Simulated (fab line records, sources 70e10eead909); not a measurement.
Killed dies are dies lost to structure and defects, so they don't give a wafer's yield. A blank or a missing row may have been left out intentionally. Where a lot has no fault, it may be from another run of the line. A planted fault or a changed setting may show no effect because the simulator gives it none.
Matching of chambers || flow nandHarc || rieDiel-02 running NHARC_A_CONTACT_DESCUM_47: 4 sister chambers
The step chemistry O2, time 3 s. 14 wafers are shown with their chamber, then 7 later ones without.

## WAFERS WITH THEIR CHAMBER
{"wafer": "L666.1", "chamber": 3, "drypumpMotorCurrentA (A)": 5.7, "oesProductAu (a.u.)": 0.993, "chamberPressureMTorr (mTorr)": 60.00}
{"wafer": "L666.2", "chamber": 1, "drypumpMotorCurrentA (A)": 5.4, "oesProductAu (a.u.)": 1.005, "chamberPressureMTorr (mTorr)": 60.04}
{"wafer": "L666.3", "chamber": 0, "drypumpMotorCurrentA (A)": 4.7, "oesProductAu (a.u.)": 1.000, "chamberPressureMTorr (mTorr)": 59.95}
{"wafer": "L669.2", "chamber": 2, "drypumpMotorCurrentA (A)": 5.3, "oesProductAu (a.u.)": 1.005, "chamberPressureMTorr (mTorr)": 59.96}
{"wafer": "L669.3", "chamber": 1, "drypumpMotorCurrentA (A)": 5.3, "oesProductAu (a.u.)": 1.006, "chamberPressureMTorr (mTorr)": 60.02}
{"wafer": "L669.5", "chamber": 1, "drypumpMotorCurrentA (A)": 5.3, "oesProductAu (a.u.)": 1.000, "chamberPressureMTorr (mTorr)": 59.93}
{"wafer": "L667.2", "chamber": 3, "drypumpMotorCurrentA (A)": 5.7, "oesProductAu (a.u.)": 1.003, "chamberPressureMTorr (mTorr)": 59.96}
{"wafer": "L667.3", "chamber": 0, "drypumpMotorCurrentA (A)": 4.7, "oesProductAu (a.u.)": 1.007, "chamberPressureMTorr (mTorr)": 59.87}
{"wafer": "L667.5", "chamber": 1, "drypumpMotorCurrentA (A)": 5.3, "oesProductAu (a.u.)": 1.001, "chamberPressureMTorr (mTorr)": 60.03}
{"wafer": "L668.1", "chamber": 3, "drypumpMotorCurrentA (A)": 5.7, "oesProductAu (a.u.)": 0.986, "chamberPressureMTorr (mTorr)": 60.01}
{"wafer": "L668.2", "chamber": 1, "drypumpMotorCurrentA (A)": 5.3, "oesProductAu (a.u.)": 1.005, "chamberPressureMTorr (mTorr)": 60.01}
{"wafer": "L668.3", "chamber": 0, "drypumpMotorCurrentA (A)": 4.7, "oesProductAu (a.u.)": 1.001, "chamberPressureMTorr (mTorr)": 59.97}
{"wafer": "L672.1", "chamber": 3, "drypumpMotorCurrentA (A)": 5.7, "oesProductAu (a.u.)": 0.980, "chamberPressureMTorr (mTorr)": 60.03}
{"wafer": "L672.2", "chamber": 1, "drypumpMotorCurrentA (A)": 5.3, "oesProductAu (a.u.)": 0.999, "chamberPressureMTorr (mTorr)": 59.96}

SIGNATURES (means of the wafers above)
{"reading": "drypumpMotorCurrentA", "chamber 0": 4.700, "chamber 1": 5.317, "chamber 2": 5.300, "chamber 3": 5.700, "scatter within a chamber": 0.0289}
{"reading": "oesProductAu", "chamber 0": 1.00267, "chamber 1": 1.00267, "chamber 2": 1.00500, "chamber 3": 0.99050, "scatter within a chamber": 0.00606}
{"reading": "chamberPressureMTorr", "chamber 0": 59.9300, "chamber 1": 59.9983, "chamber 2": 59.9600, "chamber 3": 60.0000, "scatter within a chamber": 0.0421}
Rule: for each reading, subtract the chamber's mean from the wafer's reading, divide by that reading's scatter and square the result; add these up over the readings and take the root, which gives the wafer's distance from the chamber. The wafer belongs to the nearest chamber; if the next one is less than 2 further off, it can't be placed. How the scatter is found: for the shown wafers, subtract from each reading the mean of its chamber, square and add these, divide the total by (wafers less chambers), then take the root.

## WAFERS WITH NO CHAMBER GIVEN
{"wafer": "L672.4", "drypumpMotorCurrentA (A)": 5.4, "oesProductAu (a.u.)": 1.007, "chamberPressureMTorr (mTorr)": 60.04}
{"wafer": "L673.3", "drypumpMotorCurrentA (A)": 5.4, "oesProductAu (a.u.)": 1.014, "chamberPressureMTorr (mTorr)": 59.91}
{"wafer": "L673.5", "drypumpMotorCurrentA (A)": 5.7, "oesProductAu (a.u.)": 1.003, "chamberPressureMTorr (mTorr)": 60.03}
{"wafer": "L673.6", "drypumpMotorCurrentA (A)": 5.4, "oesProductAu (a.u.)": 1.019, "chamberPressureMTorr (mTorr)": 60.02}
{"wafer": "L678.1", "drypumpMotorCurrentA (A)": 5.3, "oesProductAu (a.u.)": 1.001, "chamberPressureMTorr (mTorr)": 59.98}
{"wafer": "L678.2", "drypumpMotorCurrentA (A)": 4.7, "oesProductAu (a.u.)": 0.999, "chamberPressureMTorr (mTorr)": 59.93}
{"wafer": "L678.3", "drypumpMotorCurrentA (A)": 5.7, "oesProductAu (a.u.)": 0.992, "chamberPressureMTorr (mTorr)": 60.05}

## CHAMBER TAKEN BY EACH
{"wafer": "L672.4", "from the rows above": "can't be placed: 1 or 2", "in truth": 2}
{"wafer": "L673.3", "from the rows above": "can't be placed: 2 or 1", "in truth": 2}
{"wafer": "L673.5", "from the rows above": 3, "in truth": 3}
{"wafer": "L673.6", "from the rows above": "can't be placed: 1 or 2", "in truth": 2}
{"wafer": "L678.1", "from the rows above": "can't be placed: 1 or 2", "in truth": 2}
{"wafer": "L678.2", "from the rows above": 0, "in truth": 0}
{"wafer": "L678.3", "from the rows above": 3, "in truth": 3}
Correct placement for 3 of the 7. Unplaceable from these rows: 4, with the true chamber sitting among the candidates in 4. Wrongly placed: 0.
